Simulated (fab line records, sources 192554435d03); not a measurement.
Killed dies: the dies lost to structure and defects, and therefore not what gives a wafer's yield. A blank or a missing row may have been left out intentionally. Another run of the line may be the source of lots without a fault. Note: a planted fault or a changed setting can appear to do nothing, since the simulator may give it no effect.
A struck lot beside a sound one / flow n5 finfet / 16 out of 1938 route steps
Sound: wafers L586.2, L586.5, L586.6. Struck: wafer L593.1. (L593.3 of the same lot was not struck and is left out.) The cause comes at the end.
At each step with rows: each side's tool, then ch and its chambers, then its first start. Under that, the readings that differ: sound wafers / struck wafers / difference of the means / sigmas: that difference in standard deviations of wafers without a fault.
alike: readings with means less than 2 such deviations apart, plus words and numbers identical on both sides. not compared: withheld readings, readings lacking a value on some wafer, bounds such as >300 that could conceal the same value, and numbers that have no deviation in the record and whose values overlap.
A row with sigmas, a row that says differs or no value, or rows on one side alone: a step with any of these is where the two part. When numbers do not overlap yet have no deviation, they are printed without sigmas and do not part them. Lack of a reading on every wafer of one side parts them only where that side has two or more wafers.

first, 1 step without rows for these wafers: N5_BEOL_M0_WET_ETCH_106 (etches SiO2 in DHF, target depth 130 nm, rinse time 30 s).
N5_BEOL_M0_ETCH_128: etches SiCN in CF4/N2, target depth 12 nm, overetch 5.1 nm, time 21.4 s.
  sound on rie diel-05 ch 0,3, day 8 03:10; struck on rie diel-02 ch 2, day 10 01:44
reading=throttle valve pct (%); sound=15.20 15.65 15.19; struck=15.90; difference=+0.55; sigmas=+3
  alike: drypump motor current A, oes product au, rf vpp V, showerhead plenum p Torr
  not compared: rf hours counter h
then, 1 step without rows for these wafers: N5_BEOL_M0_TRENCH_ETCH_107 (etches SiOC in C4F6/O2, target depth 32.8 nm, time 16.4 s).
N5_BEOL_M0_STRIP_142: strips in N2/H2, time 10 s.
  sound on rie diel-05 ch 0,3, day 8 03:14; struck on rie diel-02 ch 2, day 10 01:47
reading=h2 flow sccm (sccm); sound=199.5 199.3 199.8; struck=200.7; difference=+1.2; sigmas=+2
  alike: drypump motor current A, oes product au, rf vpp V, showerhead plenum p Torr, throttle valve pct
  not compared: rf hours counter h
N5_BEOL_M0_OCD_MEAS_108:
  sound on ocd-01, day 8 03:19; struck on ocd-01, day 10 01:52
  alike: trench depth nm
then, 2 steps without rows for these wafers: N5_BEOL_M0_HM_STRIP_129 (strips TiN in peroxide tin strip, target depth 17 nm, time 108 s); N5_BEOL_M0_SRD_130 (time 30 s).
N5_BEOL_M0_ETCH_109: etches SiCN in CH3F/O2, target depth 8 nm, overetch 2.4 nm, time 27.4 s.
  sound on rie diel-06 ch 0,1,3, day 8 03:40; struck on rie diel-06 ch 1, day 10 01:59
  alike: drypump motor current A, oes product au, rf vpp V, showerhead plenum p Torr, throttle valve pct
  not compared: rf hours counter h
then, 2 steps without rows for these wafers: N5_BEOL_M0_STRIP_139 (strips in post etch residue remover, time 60 s); N5_BEOL_M0_SRD_111 (time 30 s).
N5_BEOL_M0_DEGAS_112: time 60 s.
  sound on pvd sputter-03, day 8 07:31; struck on pvd sputter-01, day 10 02:26
  alike: heater power w
then, 1 step without rows for these wafers: N5_BEOL_M0_PRE_CLEAN_113 (time 30 s).
N5_BEOL_M0_ALD_136: deposits TaN, pulse time 2 s, purge time 3 s, co reactant purge time 2 s.
  sound on ald metal-01 ch 0,1,3, day 8 07:37; struck on ald metal-01 ch 3, day 10 02:35
reading=co reactant pulse time s (s); sound=3 3 3; struck=2.6125; difference=-0.3875; sigmas=
  alike: heater power w
N5_BEOL_M0_SURFACE_TREAT_137:
  sound on pvd sputter-01, day 8 07:55; struck on pvd sputter-03, day 10 02:58
  not compared: throttle valve pct
N5_BEOL_M4_RC_MEAS_101:
  sound on prober-01 ch 0, day 10 06:46; struck on prober-02 ch 0, day 11 17:36
  alike: DIBL_N, DIBL_P, IOFF_N, IOFF_P, ION_N, ION_P, SS_N, SS_P, VT_N, VT_P
-- here the record skips 4 days between the struck wafers' starts before and after, leaving off in module BEOL_M4 and picking up in module PASSIVATION (first step shown: number 1936 of the route) --
N5_PASSIVATION_PROBE_49:
  sound on prober-01, day 14 05:48; struck on prober-01, day 15 18:01
reading=defect limited yield (%); sound=93.1 91.5; struck=88.4; difference=-3.9; sigmas=-3
reading=killed at contacts; sound=5 10; struck=23; difference=+16; sigmas=+2
reading=killed dies; sound=82 100; struck=137; difference=+46; sigmas=+3
reading=killed open; sound=45 56; struck=102; difference=+52; sigmas=+4
reading=sort_bin_5_function (%); sound=3.9 4.5; struck=7.6; difference=+3.4; sigmas=+3
reading=sort n pass; sound=1098 1080; struck=1043; difference=-46; sigmas=-3
reading=sort yield pct (%); sound=93.1 91.5; struck=88.4; difference=-3.9; sigmas=-3
  alike: killed_at_M0_to_M3, killed_at_M4_up, killed at front end, killed at other, killed short, sort_bin_6_memory

== WHERE THEY PART ==
Last at N5_PASSIVATION_PROBE_49 as far as this record goes, first at N5_BEOL_M0_ETCH_128.

WHY: the cause the simulator had injected
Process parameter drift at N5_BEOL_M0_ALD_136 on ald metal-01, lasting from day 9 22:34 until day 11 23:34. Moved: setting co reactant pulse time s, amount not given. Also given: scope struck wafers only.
